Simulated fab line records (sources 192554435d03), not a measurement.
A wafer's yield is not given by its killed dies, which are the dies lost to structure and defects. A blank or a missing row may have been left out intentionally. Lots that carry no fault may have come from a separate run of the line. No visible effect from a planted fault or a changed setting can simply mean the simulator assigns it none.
fab line records	flow n5_finfet
record lots=6	wafers=18	last_day=15
route steps=1938 shown MOL_CONTACT_COAG@529 BEOL_M4@1111
lots untouched by any fault: they come from a run of this same line in which no faults occurred
start_h: hours from the record's opening day to when the first of the lot's shown wafers began	wait_h: how many hours have passed since the lot's step before this one	" same as the row above	L1.1+2: one row covering several wafers at once	- no value present, or no start provided	* or withheld: withheld	< > ~ a bound
route shown NAME@n: names a module that has steps shown in the file, with the first one's number in the route	usual: average and standard deviation across the fault-free wafers	same: alike in all rows	chamber/n: place in a boat	sites: the reading at each site	_std_site: the standard deviation of these	_edge_site: inner sites' mean taken away from outer sites' mean	radius_mm: for every site, how far away it sits from the centre of the wafer	mask NAME#n: copy n	behind: the last tool/chamber to shape the wafer	hold: what put the lot on hold/how long, in hours/how the hold closed	device: transistor that didn't switch, given as n, p or np	end of line: the same wafers' tests at the end of the route	for a step that has no rows: nothing shown but its recipe	killed: count of dies lost to structure and defects at first sort (not the wafer's yield)	map: shows each die of a wafer: x if killed, . if not, _ if none is there
set.NAME: the run value of the setting; set.NAME@STEP: its run value at that earlier step	model.NAME: the simulator's own value behind a step, which no gauge read
lots seen at some steps along the route; tables by step, rows by wafer
services: when a tool's chamber went out of use (start_h, in hours from the record's first day, below 0 if earlier), for how many hours, and the reason
## steps
# step N5_MOL_CONTACT_COAG_DESCUM_13
# recipe chemistry=O2	time_s=7	source_power_w=50	bias_power_w=20	pressure_mtorr=20	rf_frequency_hz=2.712e+07	temp_c=40	resist=CAR-EUV	o2_flow_sccm=225
# usual bias_power_w=20.00/0.057	drypump_motor_current_A=5.7/0.45	oes_product_au=0.85/0.084	rf_vpp_V=243.7/1.2	showerhead_plenum_p_Torr=2.13/0.069	throttle_valve_pct=20.36/0.24
lot.wafer	tool	chamber	start_h	wait_h	bias_power_w	drypump_motor_current_A	oes_product_au	rf_hours_counter_h	rf_vpp_V	showerhead_plenum_p_Torr	throttle_valve_pct
L675.3	rie_diel-03	0	113.20	0.0	20.03	6.1	0.85	74	243.3	2.10	20.60
L675.4	"	2	"	"	20.07	5.5	0.93	-	244.8	2.23	20.54
L675.6	"	0	"	"	19.99	6.2	0.85	-	244.8	2.10	20.56
L677.3	rie_diel-06	0	124.67	0.0	20.00	6.1	0.87	33	243.9	2.24	20.10
L677.4	"	1	"	"	19.97	6.1	0.80	-	241.9	2.05	20.49
L677.5	"	2	"	"	19.91	5.1	0.92	-	243.3	2.14	19.89
L681.1	rie_diel-02	2	148.30	0.0	19.95	5.5	0.68	236	242.2	2.07	20.58
L681.3	"	3	"	"	20.11	4.9	0.83	73	243.8	2.13	20.11
L681.6	"	2	"	"	20.00	5.6	0.68	-	242.2	2.07	20.60
L682.1	rie_diel-02	0	154.44	0.0	19.99	6.4	0.98	16	242.9	2.04	20.55
L682.2	"	1	"	"	20.01	5.7	0.68	248	242.9	2.13	20.29
L682.4	"	3	"	"	20.22	4.9	0.82	76	242.8	2.13	20.10
L683.1	rie_diel-03	1	162.27	0.3	20.00	5.6	0.92	14	244.9	2.26	20.37
L683.3	"	3	"	"	20.03	5.7	0.85	49	244.0	2.14	20.30
L683.5	"	0	"	"	19.96	6.2	0.83	-	245.7	2.10	20.62
L684.2	rie_diel-02	2	168.41	0.0	20.01	5.6	0.67	243	241.8	2.07	20.62
L684.4	"	3	"	"	19.84	4.9	0.82	80	244.4	2.13	20.12
L684.5	"	0	"	"	19.95	6.5	0.96	-	242.4	2.04	20.55
# step N5_MOL_CONTACT_COAG_ETCH_59
# recipe chemistry=N2/H2	target=underlayer	target_depth_a=130	mask_material=CAR-EUV	time_s=10.4	ion_energy_ev=200	pressure_mtorr=30	source_w=840	bias_w=150	n2_flow_sccm=200	h2_flow_sccm=200	ends=cleared
# step N5_MOL_CONTACT_COAG_ETCH_105
# recipe chemistry=CF4	target=SiARC	target_depth_a=156	mask_material=CAR-EUV	time_s=26	ion_energy_ev=80	pressure_mtorr=40	source_w=545	bias_w=36	Ar_flow_sccm=100	cf4_flow_sccm=100	ends=cleared
# usual drypump_motor_current_A=5.7/0.44	etch_rf_on_time_s=25.6/0.57	oes_product_au=0.73/0.07	rf_vpp_V=184.5/1.1	showerhead_plenum_p_Torr=2.18/0.061	throttle_valve_pct=15.48/0.27
lot.wafer	tool	chamber	start_h	wait_h	drypump_motor_current_A	etch_rf_on_time_s	oes_product_au	rf_hours_counter_h	rf_vpp_V	showerhead_plenum_p_Torr	throttle_valve_pct
L675.3	rie_diel-03	0	113.26	0.0	6.2	26.8	0.71	74	185.5	2.16	15.81
L675.4	"	2	"	"	5.5	25.2	0.82	-	186.0	2.27	15.62
L675.6	"	0	"	"	6.2	26.8	0.71	-	184.4	2.16	15.82
L677.3	rie_diel-06	0	124.73	0.0	6.1	26.3	0.75	33	184.3	2.25	15.02
L677.4	"	1	"	"	6.1	25.6	0.69	-	183.5	2.08	15.54
L677.5	"	2	"	"	5.1	25.2	0.78	-	185.0	2.18	15.08
L681.1	rie_diel-02	2	148.35	0.0	5.6	25.8	0.58	236	185.5	2.10	15.69
L681.3	"	3	"	"	4.9	25.9	0.71	73	184.7	2.17	15.23
L681.6	"	2	"	"	5.6	25.8	0.59	-	184.4	2.10	15.69
L682.1	rie_diel-02	0	154.49	0.0	6.4	25.3	0.81	16	184.2	2.12	15.74
L682.2	"	1	"	"	5.7	26.0	0.59	248	182.9	2.19	15.66
L682.4	"	3	"	"	5.0	25.6	0.71	76	184.6	2.17	15.24
L683.1	rie_diel-03	1	162.33	0.0	5.6	25.0	0.81	14	185.3	2.27	15.40
L683.3	"	3	"	"	5.6	26.0	0.73	49	185.3	2.17	15.31
L683.5	"	0	"	"	6.1	26.5	0.70	-	184.0	2.16	15.84
L684.2	rie_diel-02	2	168.46	0.0	5.6	25.8	0.59	243	183.0	2.10	15.69
L684.4	"	3	"	"	4.9	25.5	0.71	80	183.9	2.17	15.24
L684.5	"	0	"	"	6.4	25.0	0.81	-	181.7	2.12	15.77
# step N5_MOL_CONTACT_COAG_ETCH_106
# recipe chemistry=N2/H2	target=SOC	target_depth_a=800	overetch_a=160	mask_material=SiARC	temp_c=40	time_s=120	ion_energy_ev=200	pressure_mtorr=30	source_w=840	bias_w=150	n2_flow_sccm=200	h2_flow_sccm=200
# step N5_MOL_CONTACT_COAG_STRIP_107
# recipe chemistry=N2/H2	temp_c=40	n2_flow_sccm=200	h2_flow_sccm=200	rf_frequency_hz=6e+07
# step N5_MOL_CONTACT_COAG_STRIP_108
# recipe chemistry=N2/H2	temp_c=40	n2_flow_sccm=200	h2_flow_sccm=200	rf_frequency_hz=6e+07
# step N5_MOL_CONTACT_COAG_CONTACT_ETCH_14
# recipe chemistry=C4F6/O2	target=SiO2	target_depth_a=275	overetch_a=85	mask_material=SOC	pressure_mtorr=30	source_w=370	bias_w=185	Ar_flow_sccm=300	C4F6_flow_sccm=16	O2_flow_sccm=10	time_s=20	ion_energy_ev=259.6
# step N5_MOL_CONTACT_COAG_STRIP_109
# recipe chemistry=C4F6/O2	resist=SiARC	rf_frequency_hz=6e+07
# step N5_MOL_CONTACT_COAG_ETCH_15
# recipe chemistry=CH3F/O2	target=SiNx	target_depth_a=70	mask_material=SOC	stop_on=Si:P	over_etch_frac=0.75	ion_energy_ev=120	pressure_mtorr=30	source_w=395	bias_w=73	Ar_flow_sccm=150	CH3F_flow_sccm=30	O2_flow_sccm=20
# usual drypump_motor_current_A=5.7/0.44	oes_o_777_au=0.85/0.079	oes_product_au=0.62/0.056	rf_vpp_V=298/6.9	showerhead_plenum_p_Torr=2.04/0.059	throttle_valve_pct=16.23/0.27
lot.wafer	tool	chamber	start_h	wait_h	drypump_motor_current_A	oes_o_777_au	oes_product_au	rf_hours_counter_h	rf_vpp_V	showerhead_plenum_p_Torr	throttle_valve_pct
L675.3	rie_diel-03	0	113.42	0.0	6.1	0.81	0.62	74	293	2.03	16.63
L675.4	"	2	"	"	5.5	0.96	0.68	-	291	2.12	16.35
L675.6	"	0	"	"	6.1	0.82	0.62	-	294	2.03	16.59
L677.3	rie_diel-06	0	124.89	0.0	6.1	0.85	0.64	33	304	2.12	15.83
L677.4	"	1	"	"	6.1	0.84	0.59	-	298	1.94	16.24
L677.5	"	2	"	"	5.1	0.91	0.66	-	296	2.05	15.84
L681.1	rie_diel-02	2	148.52	0.0	5.6	0.71	0.50	236	299	1.97	16.44
L681.3	"	3	"	"	4.9	0.83	0.60	73	294	2.04	16.00
L681.6	"	2	"	"	5.6	0.71	0.50	-	300	1.97	16.47
L682.1	rie_diel-02	0	154.65	0.0	6.4	0.92	0.69	16	296	1.97	16.45
L682.2	"	1	"	"	5.7	0.67	0.50	248	304	2.05	16.37
L682.4	"	3	"	"	4.9	0.83	0.60	76	294	2.03	16.02
L683.1	rie_diel-03	1	162.49	0.0	5.6	0.96	0.67	14	289	2.12	16.04
L683.3	"	3	"	"	5.7	0.83	0.62	49	313	2.03	16.09
L683.5	"	0	"	"	6.1	0.80	0.61	-	293	2.03	16.64
L684.2	rie_diel-02	2	168.63	0.0	5.6	0.70	0.50	243	299	1.97	16.48
L684.4	"	3	"	"	4.9	0.83	0.60	80	294	2.03	16.01
L684.5	"	0	"	"	6.4	0.91	0.69	-	295	1.97	16.48
# step N5_MOL_CONTACT_COAG_ETCH_110
# recipe chemistry=CF4/O2	target=Si	target_depth_a=25	time_s=8	pressure_mtorr=100	source_w=200	bias_w=12	ion_energy_ev=60	Ar_flow_sccm=100	cf4_flow_sccm=100	O2_flow_sccm=10
# step N5_MOL_CONTACT_COAG_STRIP_98
# recipe chemistry=N2/H2	power_w=500	temp_c=40	pressure_mtorr=50	rf_frequency_hz=6e+07	overash_fraction=0.3	bias_power_w=8	h2_frac=0.5	n2_flow_sccm=300	h2_flow_sccm=300
# step N5_MOL_CONTACT_COAG_CD_MEAS_99
# recipe target_cd_nm=17.2	polarity=opening
# usual cd_nm=17.2/0.36
lot.wafer	tool	chamber	start_h	wait_h	cd_nm
L675.3	cd_sem-02	-	113.60	-	16.9
L675.4	"	-	"	"	16.6
L675.6	"	-	"	"	17.0
L677.3	cd_sem-02	-	125.07	-	18.0
L677.4	"	-	"	"	17.7
L677.5	"	-	"	"	17.5
L681.1	cd_sem-02	-	148.70	-	17.2
L681.3	"	-	"	"	17.1
L681.6	"	-	"	"	16.9
L682.1	cd_sem-01	-	154.83	-	17.3
L682.2	"	-	"	"	17.3
L682.4	"	-	"	"	17.5
L683.1	cd_sem-03	-	162.67	-	17.6
L683.3	"	-	"	"	17.3
L683.5	"	-	"	"	17.4
L684.2	cd_sem-02	-	168.81	-	17.3
L684.4	"	-	"	"	17.1
L684.5	"	-	"	"	17.2
# step N5_MOL_CONTACT_COAG_IMPLANT_129
# recipe species=Ge	energy_kev=3	dose_cm2=6e+14	tilt_deg=0	rotation_deg=0
# usual beam_on_s=36/3.5	dose_ions_cm2=5.999e+14/6.2e+11
lot.wafer	tool	chamber	start_h	wait_h	beam_on_s	dose_ions_cm2
L675.3	implanter-02	0	113.69	0.1	38	6.01e+14
L675.4	"	0	"	"	39	6.005e+14
L675.6	"	0	"	"	39	6.005e+14
L677.3	implanter-02	0	125.16	0.1	39	5.992e+14
L677.4	"	0	"	"	39	5.995e+14
L677.5	"	0	"	"	39	5.99e+14
L681.1	implanter-02	0	148.73	0.0	10	1.336e+14
L681.3	"	0	"	"	9	1.324e+14
L681.6	"	0	"	"	10	1.338e+14
L682.1	implanter-01	0	154.87	0.0	31	6.005e+14
L682.2	"	0	"	"	32	5.994e+14
L682.4	"	0	"	"	31	6.008e+14
L683.1	implanter-02	0	162.70	0.0	10	1.342e+14
L683.3	"	0	"	"	10	1.345e+14
L683.5	"	0	"	"	10	1.338e+14
L684.2	implanter-01	0	168.87	0.1	31	5.998e+14
L684.4	"	0	"	"	31	5.997e+14
L684.5	"	0	"	"	32	5.997e+14
# step N5_MOL_CONTACT_COAG_PRECLEAN_111
# recipe chemistry=NF3:NH3	afs_cycles=1	temp_c=30	time_s=20	sublimation_temp_c=180	sublimation_time_s=60	pressure_torr=3	rf_power_w=30
# step N5_MOL_CONTACT_COAG_TI_SIL_19
# recipe material=Ti	target_thk_a=42	temp_c=200	chamber_pressure_pa=5	power_w=5000	time_s=15
# step N5_MOL_CONTACT_COAG_ALD_20
# recipe material=TiN	target_thk_a=15	temp_c=400	ald_precursor_family=TiCl4	ald_co_reactant=NH3	pulse_time_s=1	purge_time_s=3	co_reactant_purge_time_s=2	co_reactant_pulse_time_s=2	ald_cycles=68	pressure_torr=3
# step N5_MOL_CONTACT_COAG_SIL_ANNEAL_21
# recipe temp_c=550	time_s=60	ambient=N2
# step N5_MOL_CONTACT_COAG_PRE_CLEAN_141
# recipe gas=H2/He	time_s=60	temp_c=300
# usual heater_power_w=451/52
lot.wafer	tool	chamber	start_h	wait_h	heater_power_w
L675.3	pvd_sputter-02	-	115.50	0.7	388
L675.4	"	-	"	"	442
L675.6	"	-	"	"	484
L677.3	pvd_sputter-01	-	126.78	0.5	480
L677.4	"	-	"	"	543
L677.5	"	-	"	"	475
L681.1	pvd_sputter-01	-	150.24	0.5	494
L681.3	"	-	"	"	397
L681.6	"	-	"	"	406
L682.1	pvd_sputter-01	-	156.46	0.5	544
L682.2	"	-	"	"	396
L682.4	"	-	"	"	430
L683.1	pvd_sputter-02	-	164.51	0.2	468
L683.3	"	-	"	"	399
L683.5	"	-	"	"	467
L684.2	pvd_sputter-01	-	171.20	1.4	424
L684.4	"	-	"	"	539
L684.5	"	-	"	"	390
# step N5_MOL_CONTACT_COAG_SPUTTER_143
# recipe material=Co	target_thk_a=25	temp_c=25	chamber_pressure_pa=0.2
# step N5_MOL_CONTACT_COAG_CO_FILL_22
# recipe material=Co	target_thk_a=200	temp_c=200	precursor=CCTBA/H2	pressure_torr=30
# step N5_MOL_CONTACT_COAG_ANNEAL_113
# recipe temp_c=400	time_s=300	ambient=H2/N2
# step N5_MOL_CONTACT_COAG_PRE_CLEAN_142
# recipe gas=H2/He	time_s=60	temp_c=300
# usual heater_power_w=462/52
lot.wafer	tool	chamber	start_h	wait_h	heater_power_w
L675.3	pvd_sputter-01	-	120.58	2.7	551
L675.4	"	-	"	"	500
L675.6	"	-	"	"	544
L677.3	pvd_sputter-02	-	130.92	2.2	385
L677.4	"	-	"	"	473
L677.5	"	-	"	"	466
L681.1	pvd_sputter-01	-	152.49	1.3	553
L681.3	"	-	"	"	449
L681.6	"	-	"	"	477
L682.1	pvd_sputter-03	-	158.78	1.4	490
L682.2	"	-	"	"	439
L682.4	"	-	"	"	454
L683.1	pvd_sputter-01	-	166.86	1.4	545
L683.3	"	-	"	"	423
L683.5	"	-	"	"	487
L684.2	pvd_sputter-01	-	173.94	1.4	385
L684.4	"	-	"	"	431
L684.5	"	-	"	"	500
# step N5_MOL_CONTACT_COAG_SPUTTER_130
# recipe material=Co	target_thk_a=475	temp_c=25	chamber_pressure_pa=0.5	power_w=3000
# step N5_MOL_CONTACT_COAG_PRECLEAN_125
# recipe chemistry=DIW	time_s=57.5	temp_c=23
# step N5_MOL_CONTACT_COAG_SRD_126
# recipe dry_time_s=32	dry=n2_spin	spin_rpm=1500
# step N5_MOL_CONTACT_COAG_CMP_23
# recipe stop_on=SiO2	t_overpolish_s=1.5	post_cmp_clean=cu_alkaline	down_force_psi=2	platen_rpm=50.289	pad_velocity_m_s=1.0006	target_thk_nm=0
# step N5_MOL_CONTACT_COAG_WET_ETCH_26
# recipe target=Co	target_depth_nm=13
# step N5_MOL_CONTACT_COAG_WET_ETCH_116
# recipe chemistry=SC1-inhibited	target_depth_nm=4.6	dry=ipa_marangoni	rinse_time_s=30	rinse_temp_c=23
# step N5_MOL_CONTACT_COAG_ALD_27
# recipe material=SiOC	target_thk_a=170	temp_c=400	ald_precursor_family=carbosiloxane	ald_co_reactant=H2-plasma	pulse_time_s=1.5	time_s=2720	purge_time_s=2	co_reactant_purge_time_s=2	ald_cycles=340	pressure_torr=2
# step N5_MOL_CONTACT_COAG_CMP_28
# recipe stop_on=SiNx	t_overpolish_s=0.85	post_cmp_clean=alkaline_brush	down_force_psi=4.15	platen_rpm=51.8	pad_velocity_m_s=1.0307	target_thk_nm=14.522
# step N5_MOL_CONTACT_COAG_THK_MEAS_29
# recipe reads=SiNx_of_GATE_CUT_PECVD_57+SiNx_of_GATE_CUT_SAC_CAP_01
# usual MD_CAP_THK=17.90/0.088
lot.wafer	tool	chamber	start_h	wait_h	MD_CAP_THK[nm]
L675.3	film_metro-02	-	123.68	-	18.03
L675.4	"	-	"	"	17.80
L675.6	"	-	"	"	18.00
L677.3	film_metro-01	-	133.85	-	17.84
L677.4	"	-	"	"	17.88
L677.5	"	-	"	"	17.89
L681.1	film_metro-02	-	155.42	-	17.80
L681.3	"	-	"	"	17.85
L681.6	"	-	"	"	17.94
L682.1	film_metro-02	-	162.13	-	17.94
L682.2	"	-	"	"	17.92
L682.4	"	-	"	"	18.02
L683.1	film_metro-02	-	169.79	-	17.95
L683.3	"	-	"	"	18.00
L683.5	"	-	"	"	18.06
L684.2	film_metro-02	-	176.91	-	17.82
L684.4	"	-	"	"	17.89
L684.5	"	-	"	"	17.76
# step N5_MOL_CONTACT_COAG_ALD_123
# recipe material=SiNx	target_thk_a=50	temp_c=400	ald_precursor_family=SiH2I2	ald_co_reactant=N2/H2-plasma	pulse_time_s=1	purge_time_s=2	co_reactant_purge_time_s=2	ald_cycles=100	pressure_torr=2
# step N5_MOL_CONTACT_COAG_PECVD_31
# recipe material=SiO2	target_thk_a=460	temp_c=400	precursor=TEOS/O2	pressure_torr=6.5	rf_w=withheld	teos_flow_sccm=withheld	gas=O2	flow_sccm=2650	time_s=8.9
# step N5_MOL_CONTACT_COAG_COAT_75
# recipe resist=SOC	temp_c=250	time_s=60	spin_rpm=1500	resist_thk_nm=60
# step N5_MOL_CONTACT_COAG_COAT_76
# recipe resist=SiARC	temp_c=220	time_s=60	spin_rpm=1500	resist_thk_nm=10
# step N5_MOL_CONTACT_COAG_COAT_77
# recipe resist=underlayer	temp_c=205	time_s=60	spin_rpm=1500	resist_thk_nm=10
# step N5_MOL_CONTACT_COAG_COAT_78
# recipe resist=CAR-EUV	spin_rpm=1500	resist_thk_nm=40
# step N5_MOL_CONTACT_COAG_EBR_80
# recipe solvent=PGMEA	ebr_width_mm=1.5
# step N5_MOL_CONTACT_COAG_SOFTBAKE_79
# recipe temp_c=110	time_s=60	resist=CAR-EUV
# step N5_MOL_CONTACT_COAG_EXPOSE_81
# recipe mask_id=VG	na=0.33	source_shape=annular	sigma_inner=0.3	sigma_outer=0.7	polarization=unpolarized	defocus_nm=0	dose_mj=59.5
# step N5_BEOL_M4_RC_MEAS_101
# usual DIBL_N=36.3/1.6	DIBL_P=36.2/2	IOFF_N=0.160/0.028	IOFF_P=0.21/0.036	ION_N=677/11	ION_P=465/6.9	RC_DENSE_N=19.0/0.49	RC_DENSE_P=23.7/0.65	RC_N=15.5/0.39	RC_P=19.3/0.5	SS_N=71.5/0.55	SS_P=73.3/0.64	VT_N=250/3	VT_P=-250/3.5
lot.wafer	tool	chamber	start_h	wait_h	DIBL_N[mV/V]	DIBL_P[mV/V]	IOFF_N[nA/um]	IOFF_P[nA/um]	ION_N[uA/um]	ION_P[uA/um]	RC_DENSE_N[ohm.um]	RC_DENSE_P[ohm.um]	RC_N[ohm.um]	RC_P[ohm.um]	SS_N[mV/dec]	SS_P[mV/dec]	VT_N[mV]	VT_P[mV]
L675.3	prober-01	0	200.47	0.3	34.3	35.0	0.133	0.18	672	462	19.5	24.0	15.9	19.6	70.8	72.0	251	-255
L675.4	"	0	"	"	36.3	37.6	0.171	0.21	676	466	19.5	24.0	15.8	19.5	71.5	73.9	249	-252
L675.6	"	0	"	"	34.3	34.3	0.136	0.18	688	469	19.2	23.7	15.8	19.4	70.8	73.1	249	-252
L677.3	prober-01	0	204.79	0.3	38.1	37.9	0.188	0.24	683	464	18.4	23.1	15.0	18.7	71.6	73.2	246	-250
L677.4	"	0	"	"	36.7	37.4	0.168	0.23	679	479	18.6	23.0	15.1	18.7	71.7	73.2	246	-248
L677.5	"	0	"	"	37.5	36.3	0.180	0.21	679	454	18.9	23.5	15.2	19.3	71.6	73.1	248	-251
L682.1	prober-01	0	235.13	0.0	37.4	38.2	0.186	0.24	688	468	18.7	23.1	15.4	19.0	72.0	74.0	246	-251
L682.2	"	0	"	"	37.1	37.6	0.179	0.24	692	471	18.6	23.2	15.2	19.1	72.2	74.4	246	-248
L682.4	"	0	"	"	37.8	39.0	0.207	0.24	686	466	19.3	24.0	15.8	19.6	71.9	74.5	246	-249
L681.1	prober-01	0	238.41	0.0	37.8	40.2	0.183	0.24	666	453	21.9	27.3	17.7	22.1	72.0	74.2	250	-250
L681.3	"	0	"	"	36.9	38.4	0.185	0.20	679	456	21.7	27.1	17.8	22.3	72.1	73.4	248	-250
L681.6	"	0	"	"	35.4	36.7	0.150	0.19	670	456	22.4	28.1	18.1	22.5	71.8	73.1	249	-254
L683.1	prober-02	0	240.26	0.0	35.6	33.1	0.130	0.17	670	461	20.8	26.0	16.9	21.0	71.7	73.1	254	-255
L683.3	"	0	"	"	36.5	33.7	0.143	0.18	664	453	21.1	26.3	17.3	21.5	72.3	73.3	252	-254
L683.5	"	0	"	"	37.0	34.1	0.132	0.18	662	457	20.4	25.5	16.7	20.8	72.1	73.2	255	-254
L684.2	prober-01	0	242.34	0.2	34.7	34.8	0.135	0.16	667	459	18.9	23.4	15.1	19.0	71.7	73.1	251	-256
L684.4	"	0	"	"	34.2	33.1	0.116	0.15	658	450	18.8	23.4	15.3	19.2	72.3	72.8	258	-256
L684.5	"	0	"	"	35.6	36.1	0.153	0.19	675	463	18.9	23.4	15.4	19.2	72.1	74.4	249	-255
## services
tool	chamber	start_h	hours	kind
rie_diel-06	-	92.52	4.2	repair
rie_diel-03	1	96.15	-	clean
rie_diel-03	1	96.15	-	consumable_replace:focus_ring
rie_diel-03	1	96.15	-	consumable_replace:showerhead
rie_diel-03	1	96.15	24.7	scheduled_down
rie_diel-03	1	96.15	24.7	vent_cycle
pvd_sputter-01	-	107.88	1.9	repair
pvd_sputter-03	-	117.71	8.4	repair
implanter-01	-	121.97	5.5	pm
implanter-01	-	129.35	6.7	repair
pvd_sputter-03	-	169.46	17.4	repair
## key
first_sign step=N5_MOL_CONTACT_COAG_IMPLANT_129	reading=dose_ions_cm2	direction=down	sigmas=99+	usual=5.999e+14	struck=1.337e+14
effect step=N5_MOL_CONTACT_COAG_IMPLANT_129	reading=beam_on_s	direction=down	sigmas=7.4	usual=36	struck=10
effect step=N5_BEOL_M4_RC_MEAS_101	reading=RC_N	direction=up	sigmas=4.9	usual=15.5	struck=17.4
effect step=N5_BEOL_M4_RC_MEAS_101	reading=RC_DENSE_N	direction=up	sigmas=4.9	usual=19.0	struck=21.4
effect step=N5_BEOL_M4_RC_MEAS_101	reading=RC_P	direction=up	sigmas=4.8	usual=19.3	struck=21.7
effect step=N5_BEOL_M4_RC_MEAS_101	reading=RC_DENSE_P	direction=up	sigmas=4.6	usual=23.7	struck=26.7
met_at N5_MOL_CONTACT_COAG_IMPLANT_129
struck_wafers L681.1,L681.3,L681.6,L683.1,L683.3,L683.5
onset_between 125.16 148.73
fault kind=process_parameter_drift	tool=implanter-02	chamber=-	onset_h=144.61	steps=N5_MOL_CONTACT_COAG_IMPLANT_129	channel=dose_cm2	offset=-4.6597e+14	shape=step	end_h=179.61	acts_in=these_recipes_only	stated=6e+14
